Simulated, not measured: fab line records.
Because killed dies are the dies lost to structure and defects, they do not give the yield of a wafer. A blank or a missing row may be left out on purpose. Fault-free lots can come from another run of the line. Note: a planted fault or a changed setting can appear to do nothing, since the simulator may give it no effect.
fab line records	flow nandHarc
record lots=12	wafers=36	lastDay=33
route steps=1302 shown A_CHANNEL_HOLE_D2@597 A_CHANNEL_FILL_D2@612 END@1302
lots that met no fault: taken from a fault-free run of the same line
startH: hours from the record's opening day to when the first of the lot's shown wafers began	waitH: hours elapsed since this lot's preceding step	" the same as in the row above	L1.1+2: one row covering several wafers at once	- no value, or no start was given	* or withheld: withheld	< > ~ a bound
route shown NAME@n: names a module that has steps shown in the file, with the first one's number in the route	usual: mean/standard deviation of fault-free wafers	same: alike in all rows	chamber/n: place in a boat	sites: readings site by site	_std_site: their standard deviation	_edge_site: outer sites' mean less inner sites'	radiusMm: for every site, how far away it sits from the centre of the wafer	mask NAME#n: copy n	behind: the last tool/chamber to shape the wafer	hold: why the lot was held/for how many hours/how that ended	device: the n, p or np transistor that did not switch	end of line: tests of these same wafers at the route's end	a step without rows: its recipe alone	killed: dies that structure and defects cost at the first sort, which is not the same as the wafer's yield	map: shows each die of a wafer: x if killed, . if not, _ if none is there
set.NAME: the setting that was run; set.NAME@STEP: the one run at that earlier step	model.NAME: the simulator's own value behind a step, which no gauge read
route steps across a sampled set of lots; one table per step, one row per wafer
services: a tool's chamber out of use, with start hour (startH, from the record's first day; less than 0 if before it), hours out, and reason
## steps
# step NHARC_A_CHANNEL_HOLE_D2_ETCH_25
# recipe biasV=5000	sourceW=withheld	pressureMtorr=20	timeS=1040.2	arFlowSccm=375	c4f8FlowSccm=93.8	o2FlowSccm=31.2	tempC=-20	targetDepthA=15000	chemistry=C4F8/O2/Ar
# usual drypumpMotorCurrentA=5.64/0.27	showerheadPlenumPTorr=3.65/0.2	throttleValvePct=32.234/0.0096
# same timeS=1040.2
lot.wafer	tool	chamber	startH	waitH	drypumpMotorCurrentA	rfHoursCounterH	showerheadPlenumPTorr	throttleValvePct
L376.1	harEtch-01	1	292.64	0.7	5.17	152	3.45	32.227
L376.3	"	0	"	"	5.72	-	3.70	32.231
L376.5	"	0	"	"	5.71	-	3.70	32.228
L379.2	harEtch-01	1	320.53	0.6	5.18	164	3.44	32.239
L379.6	"	1	"	"	5.17	-	3.44	32.231
L379.5	"	0	"	"	5.71	-	3.69	32.231
L381.1	harEtch-01	1	350.02	0.6	5.19	179	3.43	32.226
L381.4	"	0	"	"	5.70	-	3.68	32.238
L381.6	"	0	"	"	5.68	-	3.68	32.237
L382.1	harEtch-02	1	351.87	0.6	5.87	400	3.49	32.243
L382.4	"	0	"	"	5.84	-	3.43	32.243
L382.6	"	0	"	"	5.85	-	3.43	32.235
L383.1	harEtch-02	0	374.91	0.7	5.83	412	3.42	32.235
L383.2	"	1	"	"	5.87	412	3.49	32.241
L383.5	"	1	"	"	5.87	-	3.49	32.228
L385.4	harEtch-01	0	395.69	0.7	5.73	-	3.67	32.233
L385.3	"	1	"	"	5.17	-	3.41	32.231
L385.5	"	0	"	"	5.70	-	3.67	32.237
L387.1	harEtch-01	1	403.72	0.6	5.18	221	3.41	32.237
L387.2	"	0	"	"	5.70	221	3.66	32.233
L387.6	"	0	"	"	5.71	-	3.66	32.202
L392.1	harEtch-01	1	455.26	0.6	5.17	251	3.39	32.241
L392.2	"	0	"	"	5.71	251	3.65	32.240
L392.5	"	0	"	"	5.71	-	3.65	32.244
L391.1	harEtch-02	1	457.99	0.6	5.85	38	3.91	32.235
L391.4	"	1	"	"	5.84	-	3.91	32.244
L391.6	"	1	"	"	5.86	-	3.91	32.226
L397.1	harEtch-02	1	511.47	0.6	5.89	68	3.89	32.256
L397.2	"	0	"	"	5.85	68	3.89	32.227
L397.3	"	1	"	"	5.84	-	3.89	32.225
L399.1	harEtch-02	1	517.85	0.7	5.89	72	3.89	32.227
L399.4	"	0	"	"	5.85	-	3.89	32.235
L399.5	"	0	"	"	5.83	-	3.89	32.237
L398.4	harEtch-01	1	519.46	0.7	5.18	-	3.92	32.239
L398.3	"	0	"	"	5.71	-	3.62	32.235
L398.6	"	0	"	"	5.70	-	3.62	32.227
# step NHARC_A_CHANNEL_FILL_D2_ALD_02
# recipe targetThkA=60	pulseTimeS=10	aldCycles=60	tempC=300	material=SiO2
# usual aldCycles=60/0	heaterPowerOuterW=264/35	heaterPowerW=473/51	precursorPulseHeightRel=0.999/0.02
lot.wafer	tool	chamber	startH	waitH	aldCycles	heaterPowerOuterW	heaterPowerW	precursorPulseHeightRel
L376.3	aldHk-04	0	295.78	-	60	202	418	1.009
L376.1	"	1	"	"	60	275	481	1.029
L376.5	"	2	"	"	60	298	547	1.003
L379.2	aldHk-04	1	323.55	-	60	282	484	0.955
L379.5	"	1	"	"	60	280	493	1.007
L379.6	"	2	"	"	60	300	539	1.016
L381.1	aldHk-04	2	353.11	0.2	60	301	534	0.996
L381.4	"	0	"	"	60	202	405	0.988
L381.6	"	1	"	"	60	280	465	0.981
L382.1	aldHk-04	0	354.86	-	60	205	410	0.988
L382.4	"	2	"	"	60	289	548	0.987
L382.6	"	0	"	"	60	203	411	1.014
L383.2	aldHk-02	1	378.25	-	60	224	420	0.995
L383.1	"	2	"	"	60	267	461	1.032
L383.5	"	1	"	"	60	232	419	1.010
L385.3	aldHk-01	0	398.39	-	60	261	474	0.985
L385.4	"	3	"	"	60	262	443	1.012
L385.5	"	0	"	"	60	269	464	0.984
L387.1	aldHk-02	0	406.73	-	60	254	457	0.991
L387.2	"	1	"	"	60	229	431	1.015
L387.6	"	0	"	"	60	248	450	0.962
L392.1	aldHk-01	0	458.36	0.2	-	-	-	-
L392.2	"	1	"	"	-	-	-	-
L392.5	"	3	"	"	-	-	-	-
L391.1	aldHk-04	3	460.85	-	-	-	-	-
L391.4	"	1	"	"	-	-	-	-
L391.6	"	3	"	"	-	-	-	-
L397.2	aldHk-02	0	514.47	-	60	252	468	1.028
L397.3	"	1	"	"	60	230	429	0.991
L397.1	"	2	"	"	60	270	476	1.006
L399.1	aldHk-01	3	520.71	-	60	258	453	0.994
L399.4	"	1	"	"	60	351	584	1.004
L399.5	"	3	"	"	60	260	453	0.988
L398.3	aldHk-01	0	522.17	-	60	252	466	1.023
L398.4	"	2	"	"	60	318	557	0.968
L398.6	"	1	"	"	60	345	588	0.976
# step NHARC_A_CHANNEL_FILL_D2_ALD_03
# recipe targetThkA=60	pulseTimeS=60	aldCycles=58	tempC=630	pressureTorr=2	material=SiNx
# usual chamberPressureTorr=2.001/0.0041	precursorPulseHeightRel=0.999/0.02
# same aldCycles=58
lot.wafer	tool	chamber	startH	waitH	chamberPressureTorr	precursorPulseHeightRel
L376.1	aldSinBatch-03	0	-	-	2.003	0.975
L376.3	"	0	"	"	2.006	0.972
L376.5	"	0	"	"	2.000	1.017
L379.2	aldSinBatch-02	0	-	-	2.001	0.984
L379.5	"	0	"	"	2.002	1.005
L379.6	"	0	"	"	2.002	0.966
L381.1	aldSinBatch-01	0	-	-	2.007	0.989
L381.4	"	0	"	"	2.004	0.998
L381.6	"	0	"	"	2.006	1.037
L382.1	aldSinBatch-01	0	-	-	1.999	1.020
L382.4	"	0	"	"	2.003	1.014
L382.6	"	0	"	"	1.992	0.995
L383.1	aldSinBatch-01	0	-	-	1.999	1.026
L383.2	"	0	"	"	2.000	0.986
L383.5	"	0	"	"	1.999	1.010
L385.3	aldSinBatch-02	0	-	-	2.004	0.968
L385.4	"	0	"	"	2.000	1.013
L385.5	"	0	"	"	2.003	1.037
L387.1	aldSinBatch-01	0	-	-	1.999	0.981
L387.2	"	0	"	"	1.996	1.011
L387.6	"	0	"	"	1.999	0.972
L391.1	aldSinBatch-02	0	-	-	2.003	0.964
L391.4	"	0	"	"	1.998	1.003
L391.6	"	0	"	"	2.000	0.981
L392.1	aldSinBatch-02	0	-	-	2.002	0.997
L392.2	"	0	"	"	2.002	0.983
L392.5	"	0	"	"	1.998	1.014
L397.1	aldSinBatch-02	0	-	-	2.010	1.001
L397.2	"	0	"	"	2.004	0.999
L397.3	"	0	"	"	2.008	1.035
L398.3	aldSinBatch-03	0	-	-	1.995	0.984
L398.4	"	0	"	"	1.999	0.991
L398.6	"	0	"	"	1.993	1.024
L399.1	aldSinBatch-03	0	-	-	2.004	1.002
L399.4	"	0	"	"	2.008	0.988
L399.5	"	0	"	"	2.009	1.002
# step NHARC_A_CHANNEL_FILL_D2_ALD_16
# recipe targetThkA=15	pulseTimeS=10	aldCycles=15	tempC=300	material=SiO2
# usual heaterPowerOuterW=273/38	heaterPowerW=486/57	precursorPulseHeightRel=1.000/0.02
# same aldCycles=15
lot.wafer	tool	chamber	startH	waitH	heaterPowerOuterW	heaterPowerW	precursorPulseHeightRel
L376.3	aldHk-02	0	307.86	0.1	258	477	0.979
L376.1	"	2	"	"	255	447	1.002
L376.5	"	0	"	"	252	461	0.986
L379.2	aldHk-01	0	334.84	0.0	270	474	0.989
L379.5	"	0	"	"	269	484	1.000
L379.6	"	1	"	"	331	556	0.985
L381.1	aldHk-04	2	367.56	0.1	292	542	1.000
L381.4	"	3	"	"	261	479	0.977
L381.6	"	0	"	"	200	411	0.979
L382.1	aldHk-02	2	367.67	0.2	268	466	1.003
L382.4	"	0	"	"	252	476	1.004
L382.6	"	2	"	"	268	466	1.011
L383.1	aldHk-01	3	395.92	1.8	256	440	0.976
L383.2	"	0	"	"	263	468	1.043
L383.5	"	3	"	"	261	462	0.972
L385.3	aldHk-01	1	410.59	0.1	323	561	1.010
L385.4	"	2	"	"	328	594	0.984
L385.5	"	0	"	"	266	473	0.997
L387.1	aldHk-02	3	418.89	0.1	230	395	0.992
L387.2	"	0	"	"	245	452	0.974
L387.6	"	3	"	"	232	404	1.007
L392.1	aldHk-04	0	470.49	0.1	207	402	0.999
L392.2	"	2	"	"	288	498	0.985
L392.5	"	3	"	"	253	472	1.000
L391.1	aldHk-01	3	470.49	0.1	259	455	1.023
L391.4	"	1	"	"	338	561	1.003
L391.6	"	3	"	"	257	453	1.017
L397.2	aldHk-02	1	527.37	0.0	232	422	0.982
L397.1	"	2	"	"	270	467	1.011
L397.3	"	3	"	"	238	402	0.995
L399.4	aldHk-01	3	532.92	0.0	264	464	1.013
L399.1	"	2	"	"	306	569	0.984
L399.5	"	3	"	"	269	458	0.973
L398.4	aldHk-04	0	532.97	0.1	205	407	0.998
L398.3	"	1	"	"	279	501	1.041
L398.6	"	3	"	"	256	471	1.026
# step NHARC_END_SORT_01
# recipe tempC=25
# usual killedAtArray=56/20	killedAtOther=0.9/1.1	killedAtPeriphery=3.7/3	killedDies=61/21	killedOpen=2.9/1.6	killedShort=2.6/1.4
# same grossDies=677
lot.wafer	tool	chamber	startH	waitH	killedAtArray	killedAtOther	killedAtPeriphery	killedDies	killedOpen	killedShort
L392.1	prober-01	0	718.01	2.5	669	3	5	677	2	0
L392.2	prober-01	0	718.82	2.8	673	1	3	677	6	2
L392.5	prober-01	0	721.24	3.7	667	4	6	677	4	2
L391.1	prober-02	0	724.84	2.5	673	0	4	677	2	3
L391.4	prober-02	0	727.21	3.4	675	0	2	677	2	3
L391.6	prober-02	0	728.79	4.0	675	0	2	677	2	3
# killed by level:class
L392.1 A_CHANNEL_FILL_D2:areaAld=604 A_SLIT:chamberFilmFlake=31 A_CHANNEL_HOLE_D2:chamberFilmFlake=14 A_CHANNEL_HOLE_D1:chamberFilmFlake=6 A_STAIRCASE:chamberFilmFlake=4 A_CONTACT:chamberFilmFlake=4 THIN_TSV:chamberFilmFlake=3 A_WL_FILL:chamberFilmFlake=3
L392.2 A_CHANNEL_FILL_D2:areaAld=609 A_SLIT:chamberFilmFlake=23 A_CHANNEL_HOLE_D2:chamberFilmFlake=19 A_CHANNEL_HOLE_D1:chamberFilmFlake=4 A_STAIRCASE:chamberFilmFlake=4 A_CONTACT:chamberFilmFlake=3 A_DECK1_JOINT:geometricParticle:open=2 P_M2:chamberFilmFlake=2
L392.5 A_CHANNEL_FILL_D2:areaAld=593 A_SLIT:chamberFilmFlake=36 A_CHANNEL_HOLE_D2:chamberFilmFlake=17 A_CHANNEL_HOLE_D1:chamberFilmFlake=7 A_STAIRCASE:chamberFilmFlake=6 THIN_TSV:chamberFilmFlake=4 P_GATE:chamberFilmFlake=2 A_WL_FILL:chamberFilmFlake=2
L391.1 A_CHANNEL_FILL_D2:areaAld=630 A_CHANNEL_HOLE_D1:chamberFilmFlake=27 A_SLIT:chamberFilmFlake=5 A_STAIRCASE:chamberFilmFlake=3 P_STI:chamberFilmFlake=2 P_GATE:chamberFilmFlake=2 A_DECK1_JOINT:geometricParticle:open=1 A_DECK1_JOINT:geometricParticle:short=1
L391.4 A_CHANNEL_FILL_D2:areaAld=626 A_CHANNEL_HOLE_D1:chamberFilmFlake=34 A_SLIT:chamberFilmFlake=4 A_STAIRCASE:chamberFilmFlake=3 A_WL_FILL:chamberFilmFlake=2 A_ONON_D1:geometricParticle:open=1 A_CHANNEL_FILL_D1:geometricParticle:short=1 A_CHANNEL_FILL_D1:geometricParticle:open=1
L391.6 A_CHANNEL_FILL_D2:areaAld=635 A_CHANNEL_HOLE_D1:chamberFilmFlake=21 A_STAIRCASE:chamberFilmFlake=6 A_DECK1_JOINT:chamberFilmFlake=2 A_CHANNEL_HOLE_D2:geometricParticle:short=1 A_DECK1_JOINT:geometricParticle:short=1 A_DECK1_JOINT:geometricParticle:open=1 A_CHANNEL_HOLE_D2:geometricParticle:open=1
## services
tool	chamber	startH	hours	kind
aldHk-01	-	299.95	10.0	pm
aldHk-01	0	299.95	10.0	ventCycle
aldHk-01	1	299.95	10.0	ventCycle
aldHk-01	2	299.95	10.0	ventCycle
aldHk-01	3	299.95	10.0	ventCycle
aldHk-01	0	309.95	-	clean
aldHk-01	1	309.95	-	clean
aldHk-01	2	309.95	-	clean
aldHk-01	3	309.95	-	clean
aldSinBatch-01	-	320.95	6.6	repair
aldHk-01	-	321.81	2.1	repair
aldHk-01	-	367.23	0.8	repair
aldSinBatch-02	-	379.32	12.8	repair
harEtch-02	-	379.92	17.0	pm
aldHk-04	-	432.67	10.0	pm
aldHk-01	-	477.95	10.0	pm
aldHk-01	0	477.95	10.0	ventCycle
aldHk-01	1	477.95	10.0	ventCycle
aldHk-01	2	477.95	10.0	ventCycle
aldHk-01	3	477.95	10.0	ventCycle
aldHk-01	0	487.95	-	clean
aldHk-01	1	487.95	-	clean
aldSinBatch-01	-	506.00	26.0	pm
aldHk-02	-	528.24	10.0	pm
## key
firstSign step=NHARC_A_CHANNEL_FILL_D2_ALD_02	reading=toolRecord	direction=missing
effect step=NHARC_END_SORT_01	reading=killedAtArray	direction=up	sigmas=30	usual=56	struck=672
moreKillsBornAt NHARC_A_CHANNEL_FILL_D2_ALD_02@aldHk-04=1891	NHARC_A_CHANNEL_FILL_D2_ALD_02@aldHk-01=1806
metAt NHARC_A_CHANNEL_FILL_D2_ALD_02
struckLots L391,L392
laterRowsLeftOut L391.1,L391.4,L391.6,L392.1,L392.2,L392.5
testerLeftOut L391,L392
notActingAt NHARC_A_CHANNEL_HOLE_D2_ETCH_25,NHARC_A_CHANNEL_FILL_D2_ALD_03,NHARC_A_CHANNEL_FILL_D2_ALD_16
onsetBetween 398.39 458.36
fault kind=skippedStepWhole	tool=aldHk-01,aldHk-04	chamber=-	onsetH=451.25	steps=NHARC_A_CHANNEL_FILL_D2_ALD_02	scope=struckLotsOnly
# testerLeftOut: of these lots the tester's yield and bins aren't shown, on N5 and GAA mostly nor the transistor test; their killed dies are dies lost to structure and defects alone, not to doping, threshold or leakage, so they don't give the yield
# laterRowsLeftOut: the simulator's readings of these wafers behind a module that went badly wrong aren't trusted and aren't shown, but for the sort
